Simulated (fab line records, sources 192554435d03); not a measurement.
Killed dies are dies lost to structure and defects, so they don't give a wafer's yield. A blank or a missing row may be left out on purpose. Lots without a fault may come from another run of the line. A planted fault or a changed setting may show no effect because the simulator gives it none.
Split-lot experiment | flow n5_finfet | 7 lots, 21 wafers read, on a route of 1938 steps

THE SPLIT
At N5_BEOL_M13_ILD_DEP_00 (deposits SiOC from DEMS/O2, target thk 837.92 nm, time 166.4 s), the setting time_s was moved away from the recipe's 166.4 s on 4 of the 21 wafers read, by -13.5% to -11.8%. The other wafers ran this setting at the recipe's value.

The file shows no step between the split and the reading.

THE READING
M13_ILD_THK, in nm, at N5_BEOL_M13_THK_MEAS_01. Fault-free wafers of this fab line usually give 834 nm, standard deviation 11 nm.

wafer  | tool, chamber at the split | time_s as run, s | against the recipe | M13_ILD_THK, nm | against lot-mates on the recipe
L075.1 | pecvd-01, 0                | 166.4            | recipe             | 841             | -
L075.2 | pecvd-01, 1                | 166.4            | recipe             | 838             | -
L075.3 | pecvd-01, 2                | 166.4            | recipe             | 837             | -
L076.3 | pecvd-01, 1                | 166.4            | recipe             | 823             | -
L076.4 | pecvd-01, 0                | 146.8            | -11.8%             | 750             | -73
L076.6 | pecvd-01, 2                | 146.8            | -11.8%             | 739             | -84
L081.1 | pecvd-01, 0                | 166.4            | recipe             | 828             | -
L081.2 | pecvd-01, 2                | 166.4            | recipe             | 827             | -
L081.3 | pecvd-01, 1                | 166.4            | recipe             | 832             | -
L083.1 | pecvd-03, 0                | 166.4            | recipe             | 821             | -
L083.2 | pecvd-03, 2                | 166.4            | recipe             | 821             | -
L083.3 | pecvd-03, 1                | 166.4            | recipe             | 825             | -
L086.3 | pecvd-03, 0                | 143.9            | -13.5%             | 705             | -130
L086.4 | pecvd-03, 1                | 143.9            | -13.5%             | 725             | -110
L086.6 | pecvd-03, 2                | 166.4            | recipe             | 835             | -
L089.1 | pecvd-02, 0                | 166.4            | recipe             | 827             | -
L089.3 | pecvd-02, 2                | 166.4            | recipe             | 835             | -
L089.4 | pecvd-02, 0                | 166.4            | recipe             | 841             | -
L090.4 | pecvd-01, 1                | 166.4            | recipe             | 846             | -
L090.5 | pecvd-01, 0                | 166.4            | recipe             | 840             | -
L090.6 | pecvd-01, 2                | 166.4            | recipe             | 839             | -

THE FIT
A straight line over all 21 wafers: M13_ILD_THK changes by +8.19 nm for each +1% of time_s; r = +0.98; the points scatter about the line by 8.8 nm.
The same after taking each lot's own level away (the mean of its wafers on the recipe; 21 wafers): +7.94 nm for each +1%; r = +0.98; scatter 7.9 nm.
On that fit, the largest move of time_s shifts the reading by 1.1e+02 nm.
The lots' own levels span 822.3 to 841.7 nm, that is 1.8 times the standard deviation above.
So the lot-to-lot level changes the slope little: the two slopes agree.
Check: with one of the wafers moved furthest among these (-13.5%) left out of the fit, the line predicts -98 nm for it against its lot-mates. It came out at -130 nm against them.

OTHER SPLITS ON THESE WAFERS
These wafers also went through other splits before the reading. Each is held against what the fit with the lots' levels taken away leaves over:
other split on the same wafers | wafers away from the commonest value | r with M13_ILD_THK (lot level and that fit taken away)
N5_BEOL_M9_ETCH_62 source_w    | 7                                    | -0.05
N5_BEOL_M9_COAT_22 spin_rpm    | 8                                    | -0.33
N5_BEOL_M10_ETCH_62 time_s     | 8                                    | +0.18
N5_BEOL_M10_VIA_ETCH_34 time_s | 9                                    | +0.35
N5_BEOL_M10_ETCH_41 source_w   | 4                                    | -0.16
N5_BEOL_M12_SPUTTER_44 time_s  | 10                                   | +0.18

THE WHOLE CHAIN: every reading that the file lists as answering this split, in the file's order
step                    | what it does                                                   | reading                                                                             | change (the file's fit)              | r (the file's)
N5_BEOL_M13_ILD_DEP_00  | deposits SiOC from DEMS/O2, target thk 837.92 nm, time 166.4 s | SiOC_of_BEOL_M13_ILD_DEP_00.thk_nm (the simulator's own value, which no gauge read) | +7.86 nm for each +1% of the setting | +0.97
N5_BEOL_M13_THK_MEAS_01 |                                                                | M13_ILD_THK                                                                         | +7.91 for each +1% of the setting    | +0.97
N5_BEOL_M13_VIA_ETCH_16 | etches SiOC in C4F8/O2/Ar, target depth 921.7 nm               | etch.depth_nm (the simulator's own value, which no gauge read)                      | +7.86 nm for each +1% of the setting | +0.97
N5_BEOL_M13_VIA_ETCH_16 | etches SiOC in C4F8/O2/Ar, target depth 921.7 nm               | coat_of_BEOL_M13_COAT_04.thk_nm (the simulator's own value, which no gauge read)    | -2.26 nm for each +1% of the setting | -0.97
N5_BEOL_M13_STRIP_63    | strips in N2/H2                                                | strip_time_to_endpoint_s                                                            | withheld for each +1% of the setting | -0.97

THE FILE'S OWN FIT
M13_ILD_THK changes by +7.91 nm for each +1% of time_s, r = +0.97.
